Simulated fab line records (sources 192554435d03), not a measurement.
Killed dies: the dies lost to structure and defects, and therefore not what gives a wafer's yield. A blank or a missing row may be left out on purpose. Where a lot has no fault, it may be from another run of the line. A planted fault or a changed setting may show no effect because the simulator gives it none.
fab line records    flow n5Finfet
record lots=4  wafers=12  lastDay=18
route steps=1938 shown BEOL_M14@1761 BEOL_M15@1773 PASSIVATION@1936
lots that met no fault: taken from a fault-free run of the same line
startH: hours from the record's opening day to when the first of the lot's shown wafers began    waitH: hours from the lot's prior step to this one    " the same as in the row above    L1.1+2: a row that stands for several wafers    - no value, or no start was given    * or withheld: withheld    < > ~ a bound
route shown NAME@n: NAME is a module with steps in the file, n the number in the route of the first one    usual: mean/standard deviation of fault-free wafers    same: alike in all rows    chamber/n: place in a boat    sites: per-site readings    _std_site: how widely they spread, as a standard deviation    _edge_site: mean of outer sites minus mean of inner sites    radiusMm: how far each site lies from the wafer's centre    mask NAME#n: copy n    behind: the most recent tool/chamber to have shaped the wafer    hold: reason for holding the lot/hours on hold/outcome of the hold    device: names the non-switching transistor (n, p or np)    end of line: at the end of the route, the tests of the same wafers    a step without rows: its recipe alone    killed: dies lost to structure and defects at the first sort, not the wafer's yield    map: a wafer's dies, x killed, . not, _ none there
set.NAME: the setting as run; set.NAME@STEP: as run at that earlier step    model.NAME: the simulator's own value behind a step, which no gauge read
lots at selected steps of the route; one table per step, one row per wafer
services: when a tool's chamber went out of use (startH, in hours from the record's first day, below 0 if earlier), for how many hours, and the reason
## steps
# step N5_BEOL_M14_PRE_CLEAN_42
# recipe gas=H2/He  timeS=30  tempC=300
# step N5_BEOL_M14_SPUTTER_43
# recipe material=TaN  targetThkA=150  tempC=50  biasV=168.6  powerW=15000  chamberPressurePa=0.12  timeS=24.19
# step N5_BEOL_M14_SPUTTER_44
# recipe material=Ta  targetThkA=150  tempC=50  biasV=80  powerW=15000  chamberPressurePa=0.07  timeS=24.19
# step N5_BEOL_M14_SPUTTER_45
# recipe material=Cu  targetThkA=1000  tempC=-20  biasV=60  powerW=26000  chamberPressurePa=0.13  timeS=16.67
# step N5_BEOL_M14_ECD_47
# recipe material=Cu  targetThkA=12480
# step N5_BEOL_M14_ANNEAL_48
# recipe tempC=225  timeS=90  ambient=N2
# step N5_BEOL_M14_CMP_49
# recipe stopOn=SiO2  tOverpolishS=5.2  downForcePsi=2  platenRpm=80  clearingPlatenDownForcePsi=2  clearingPlatenRpm=80  postCmpClean=cuAlkaline  targetThkNm=560  clearingPlatenPadVelocityMS=1.5917  padVelocityMS=1.5917
# step N5_BEOL_M14_PRE_CLEAN_52
# recipe gas=NH3  timeS=15  tempC=withheld  rfPowerW=300
# step N5_BEOL_M14_DEP_53
# recipe material=SiCN  targetThkA=500  tempC=withheld  precursor=3MS/NH3  pressureTorr=3  rfW=675  timeS=17.8
# step N5_BEOL_M15_ILD_DEP_00
# recipe material=SiO2  targetThkA=16293  tempC=400  precursor=TEOS/O2  pressureTorr=6.5  rfW=900  teosFlowSccm=161.4  gas=O2  flowSccm=2650  timeS=346.1
# usual heaterPowerW=562/90  runLengthS=389.1/0.54  showerheadPlenumPTorr=8.34/0.044  throttleValvePct=18.5/1
lot.wafer  tool      chamber  startH  waitH  heaterPowerW  runLengthS  showerheadPlenumPTorr  throttleValvePct  model.SiO2_of_BEOL_M15_ILD_DEP_00.thkNm
L763.1     pecvd-01  0        312.70  0.0    594           390.5       8.33                   18.1              1609
L763.3     "         2        "       "      632           389.4       8.27                   17.7              1584
L763.4     "         1        "       "      534           525.6       8.28                   20.2              2306
L767.2     pecvd-01  0        340.60  0.0    634           526.4       8.32                   17.9              2256
L767.3     "         1        "       "      435           388.7       8.26                   19.9              1614
L767.6     "         2        "       "      587           388.8       8.29                   17.7              1602
L772.3     pecvd-03  1        361.04  0.0    448           388.9       8.39                   19.1              1644
L772.4     "         0        "       "      390           388.9       8.35                   19.0              1640
L772.6     "         2        "       "      668           389.4       8.36                   17.8              1691
L778.1     pecvd-01  0        402.81  0.0    571           389.4       8.33                   18.2              1624
L778.2     "         2        "       "      721           389.2       8.32                   18.0              1589
L778.3     "         1        "       "      551           388.6       8.28                   20.2              1617
# step N5_BEOL_M15_THK_MEAS_01
# recipe reads=SiO2_of_BEOL_M15_ILD_DEP_00
# usual M15_ILD_THK=1632/26
lot.wafer  tool          chamber  startH  waitH  M15_ILD_THK[nm]
L763.1     filmMetro-01  -        312.95  0.1    1609
L763.3     "             -        "       "      1584
L763.4     "             -        "       "      2305
L767.2     filmMetro-02  -        340.85  0.1    2255
L767.3     "             -        "       "      1613
L767.6     "             -        "       "      1604
L772.3     filmMetro-01  -        361.29  0.1    1644
L772.4     "             -        "       "      1640
L772.6     "             -        "       "      1692
L778.1     filmMetro-02  -        403.06  0.1    1624
L778.2     "             -        "       "      1590
L778.3     "             -        "       "      1616
# step N5_BEOL_M15_COAT_58
# recipe resist=BARC  tempC=205  timeS=60  spinRpm=1500  resistThkNm=89
# step N5_BEOL_M15_COAT_04
# recipe spinRpm=1704  resistThkNm=800
# step N5_BEOL_M15_EBR_06
# recipe solvent=PGMEA  ebrWidthMm=1.5
# step N5_BEOL_M15_SOFTBAKE_05
# recipe tempC=130  timeS=60
# step N5_BEOL_M15_EXPOSE_07
# recipe maskId=V14  na=0.8  sourceShape=annular  sigmaInner=0.5  sigmaOuter=0.8  polarization=unpolarized  attpsmPhaseDeg=180  doseMj=41.25
# step N5_BEOL_M15_PEB_08
# recipe pebTempC=130  pebTimeS=90
# step N5_BEOL_M15_DEVELOP_09
# recipe developTimeS=45  rinseLiquid=diw  dry=airSpin  devTempC=21
# step N5_BEOL_M15_HARDBAKE_14
# recipe tempC=130  timeS=120
# step N5_BEOL_M15_DESCUM_15
# recipe chemistry=O2  timeS=7.9  sourcePowerW=50  biasPowerW=20  pressureMtorr=20  rfFrequencyHz=2.712e+07  tempC=40  o2FlowSccm=225
# step N5_BEOL_M15_ETCH_59
# recipe chemistry=N2/H2  target=BARC  targetDepthA=890  overetchA=267  timeS=67.9  ionEnergyEv=200  pressureMtorr=30  sourceW=840  biasW=150  n2FlowSccm=200  h2FlowSccm=200
# step N5_BEOL_M15_VIA_ETCH_16
# recipe chemistry=C4F8/O2/Ar  target=SiO2  heInnerTorr=15  heOuterTorr=30  targetDepthA=17922  timeS=withheld  ionEnergyEv=800  pressureMtorr=20  sourceW=1905  biasW=2040  Ar_flow_sccm=400  C4F8_flow_sccm=16  O2_flow_sccm=12  ends=cleared
# usual C4F8_flow_sccm=16.00/0.043  drypumpMotorCurrentA=5.6/0.43  oesProductAu=0.73/0.072  rfVppV=2209/37  showerheadPlenumPTorr=3.37/0.11  throttleValvePct=30.90/0.23
lot.wafer  tool        chamber  startH  waitH  C4F8_flow_sccm  drypumpMotorCurrentA  oesProductAu  rfVppV  showerheadPlenumPTorr  throttleValvePct  model.etch.depthNm  model.coat_of_BEOL_M15_COAT_04.thkNm
L763.1     rieDiel-02  0        313.42  0.0    15.94           5.0                   0.68          2173    3.17                   31.09             1609                336.4
L763.3     "           3        "       "      15.96           5.5                   0.64          2285    3.41                   30.90             1584                348.8
L763.4     "           2        "       "      15.96           5.8                   0.97          2251    3.39                   30.88             2306                180.6
L767.2     rieDiel-02  0        341.66  0.0    16.13           5.0                   0.74          2171    3.17                   31.21             2256                181
L767.3     "           1        "       "      15.97           5.2                   0.74          2190    3.35                   30.56             1614                333
L767.6     "           1        "       "      16.00           5.2                   0.74          2189    3.35                   30.54             1602                336
L772.3     rieDiel-02  2        361.77  0.0    16.04           5.8                   0.84          2252    3.38                   30.76             1644                327.8
L772.4     "           0        "       "      16.07           5.0                   0.66          2172    3.17                   31.10             1640                321.6
L772.6     "           1        "       "      15.98           5.2                   0.73          2190    3.34                   30.55             1691                308
L778.1     rieDiel-04  2        403.68  0.0    16.06           5.5                   0.76          2185    3.49                   30.92             1624                332
L778.2     "           3        "       "      16.02           6.0                   0.76          2213    3.35                   30.90             1589                339.4
L778.3     "           0        "       "      15.96           6.4                   0.65          2241    3.19                   31.27             1617                338.8
# step N5_BEOL_M15_STRIP_63
# recipe chemistry=O2  powerW=600  tempC=60  pressureMtorr=30  rfFrequencyHz=6e+07  biasPowerW=0  overashFraction=0.3  o2FlowSccm=225
# step N5_BEOL_M15_STRIP_64
# recipe chemistry=O2  powerW=600  tempC=60  pressureMtorr=30  rfFrequencyHz=6e+07  biasPowerW=0  overashFraction=0.3  o2FlowSccm=225
# step N5_BEOL_M15_STRIP_65
# recipe chemistry=postEtchResidueRemover  timeS=60  tempC=25  removerPh=withheld  removerWaterWtPct=withheld  removerFluorideWtPct=withheld
# step N5_BEOL_M15_SRD_66
# recipe timeS=30  tempC=23  rinseLiquid=diw  dry=n2Spin  spinRpm=1500  dryTimeS=30
# step N5_BEOL_M15_CD_MEAS_17
# recipe targetCdNm=360  polarity=opening
# usual cdNm=361.3/2.2
lot.wafer  tool      chamber  startH  waitH  cdNm
L763.1     cdSem-03  -        313.84  0.0    359.6
L763.3     "         -        "       "      359.1
L763.4     "         -        "       "      368.1
L767.2     cdSem-03  -        342.08  0.0    367.9
L767.3     "         -        "       "      361.4
L767.6     "         -        "       "      363.2
L772.3     cdSem-02  -        362.18  0.0    360.7
L772.4     "         -        "       "      359.6
L772.6     "         -        "       "      365.6
L778.1     cdSem-03  -        404.09  0.0    363.9
L778.2     "         -        "       "      360.3
L778.3     "         -        "       "      359.8
# step N5_BEOL_M15_COAT_56
# recipe resist=SOC  tempC=250  timeS=60  spinRpm=1500  resistThkNm=550
# step N5_BEOL_M15_ETCH_57
# recipe chemistry=N2/H2  target=SOC  sourceW=3000  biasW=350  timeS=750  ionEnergyEv=200  pressureMtorr=30  n2FlowSccm=200  h2FlowSccm=200
# step N5_BEOL_M15_COAT_60
# recipe resist=BARC  tempC=205  timeS=60  spinRpm=1500  resistThkNm=89
# step N5_BEOL_M15_COAT_22
# recipe spinRpm=1704  resistThkNm=800
# step N5_BEOL_M15_EBR_24
# recipe solvent=PGMEA  ebrWidthMm=1.5
# step N5_BEOL_M15_SOFTBAKE_23
# recipe tempC=130  timeS=60
# step N5_BEOL_M15_EXPOSE_25
# recipe maskId=M15  na=0.8  sourceShape=annular  sigmaInner=0.5  sigmaOuter=0.8  polarization=unpolarized  targetCdNm=400  doseMj=35.5
# step N5_BEOL_M15_PEB_26
# recipe pebTempC=130  pebTimeS=90
# step N5_BEOL_M15_DEVELOP_27
# recipe developTimeS=45  rinseLiquid=diw  dry=airSpin  devTempC=21
# step N5_BEOL_M15_CMP_49
# recipe stopOn=SiO2  tOverpolishS=4.9  downForcePsi=2  platenRpm=80  clearingPlatenDownForcePsi=2  clearingPlatenRpm=80  postCmpClean=cuAlkaline  targetThkNm=850  clearingPlatenPadVelocityMS=1.5917  padVelocityMS=1.5917
# usual motorCurrentA=7.6/0.76  slurryFlowMlMin=150.0/0.44
lot.wafer  tool    chamber  startH  waitH  motorCurrentA  slurryFlowMlMin  model.SiO2_of_BEOL_M15_ILD_DEP_00.thkNm
L763.1     cmp-02  3        320.85  0.3    7.3            150.4            1529
L763.3     "       0        "       "      7.7            149.9            1506
L763.4     "       1        "       "      7.0            149.5            2226
L767.3     cmp-02  1        346.44  0.2    7.5            149.4            1536
L767.2     "       0        "       "      7.8            150.2            2175
L767.6     "       1        "       "      6.8            149.3            1521
L772.4     cmp-02  1        368.93  0.2    7.1            150.5            1562
L772.3     "       2        "       "      6.1            150.5            1563
L772.6     "       1        "       "      7.0            150.0            1614
L778.3     cmp-01  3        408.06  0.3    7.6            149.8            1536
L778.2     "       1        "       "      8.3            150.8            1510
L778.1     "       2        "       "      8.9            150.2            1545
# step N5_PASSIVATION_PROBE_49
# usual defectLimitedYield=91.3/1.5  killed_at_M0_to_M3=31/11  killed_at_M4_up=14/5.1  killedAtContacts=12/5.6  killedAtFrontEnd=42/12  killedAtOther=3.8/2.9  killedDies=103/18  killedOpen=67/14  killedShort=33/8  sort_bin_5_function=5.1/1  sort_bin_6_memory=3.2/0.75  sortNPass=1077/18  sortYieldPct=91.3/1.5
# same grossDies=1180  killedAtBackSide=0  sort_bin_4_leakage[%]=0  sort_bin_8_speed[%]=0
lot.wafer  tool       chamber  startH  waitH  defectLimitedYield[%]  killed_at_M0_to_M3  killed_at_M4_up  killedAtContacts  killedAtFrontEnd  killedAtOther  killedDies  killedOpen  killedShort  sort_bin_5_function[%]  sort_bin_6_memory[%]  sortNPass  sortYieldPct[%]
L772.3     prober-02  -        384.32  0.1    90.4                   51                  6                7                 45                4              113         73          30           5.4                     3.1                   1067       90.4
L772.4     prober-02  -        384.37  0.2    91.9                   27                  18               6                 38                7              96          58          35           4.3                     3.6                   1084       91.9
L772.6     prober-02  -        384.47  0.3    89.9                   54                  16               9                 36                4              119         73          41           5.9                     3.7                   1061       89.9
# killed by level:class
L772.3 FIN_SAQP:geometricParticle:open=13 BEOL_M3:geometricParticle:open=13 BEOL_M0_SAQP:geometricParticle:short=12 BEOL_M0_SAQP:geometricParticle:open=10 BEOL_M1:geometricParticle:open=8 MOL_CONTACT_COAG:geometricParticle:open=6 HKMG_FIN:areaEtch=6 BEOL_M5:geometricParticle:open=5
L772.4 BEOL_M0_SAQP:geometricParticle:short=11 GATE_CUT:geometricParticle:short=8 STI_FIN_REVEAL:geometricParticle:open=7 BEOL_M0_SAQP:geometricParticle:open=7 BEOL_M5:geometricParticle:open=7 FIN_SAQP:geometricParticle:open=5 MOL_CONTACT_COAG:geometricParticle:open=5 PASS1_CAP:geometricParticle:open=5
L772.6 BEOL_M0_SAQP:geometricParticle:short=17 BEOL_M0_SAQP:geometricParticle:open=14 BEOL_M1:geometricParticle:open=8 STI_FIN_REVEAL:geometricParticle:open=8 MOL_CONTACT_COAG:geometricParticle:open=7 DUMMY_GATE:geometricParticle:open=5 FIN_SAQP:geometricParticle:open=4 BEOL_M1:geometricParticle:short=4
## services
tool      chamber  startH  hours  kind
cmp-01    -        290.15  2.1    repair
cmp-01    -        302.33  2.1    repair
cmp-02    -        313.84  4.0    pm
cmp-02    -        317.84  -      consumableReplace:conditioner
cmp-02    -        317.84  -      consumableReplace:pad
pecvd-01  0        320.34  2.1    scheduledDown
cmp-01    -        326.75  4.6    pm
pecvd-01  -        368.41  6.8    repair
pecvd-03  1        383.62  -      clean
pecvd-03  1        383.62  -      consumableReplace:showerhead
pecvd-03  1        383.62  29.0   scheduledDown
pecvd-03  1        383.62  29.0   ventCycle
## key
firstSign step=N5_BEOL_M15_ILD_DEP_00  reading=runLengthS  direction=up  sigmas=99+  usual=*  struck=*
effect step=N5_BEOL_M15_THK_MEAS_01  reading=M15_ILD_THK  direction=up  sigmas=25  usual=1632  struck=2280
effect step=N5_BEOL_M15_CD_MEAS_17  reading=cdNm  direction=up  sigmas=3.1  usual=361.3  struck=368.0
modelEffect step=N5_BEOL_M15_ILD_DEP_00  value=SiO2_of_BEOL_M15_ILD_DEP_00.thkNm  without=1638  struck=2281
modelEffect step=N5_BEOL_M15_VIA_ETCH_16  value=etch.depthNm  without=1638  struck=2281
modelEffect step=N5_BEOL_M15_CMP_49  value=SiO2_of_BEOL_M15_ILD_DEP_00.thkNm  without=1557  struck=2200
metAt N5_BEOL_M15_ILD_DEP_00
struckWafers L763.4,L767.2
baselineLoss step=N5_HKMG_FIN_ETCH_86  wafers=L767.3
fault kind=processParameterDrift  tool=pecvd-01  chamber=-  onsetH=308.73  steps=N5_BEOL_M15_ILD_DEP_00  channel=timeS  offset=*  shape=step  endH=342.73  scope=struckWafersOnly  actsIn=*  stated=*
# baselineLoss: these wafers lose ten dies or more at that step, a loss of the line's own and not of a fault; the sort's usual values leave them out
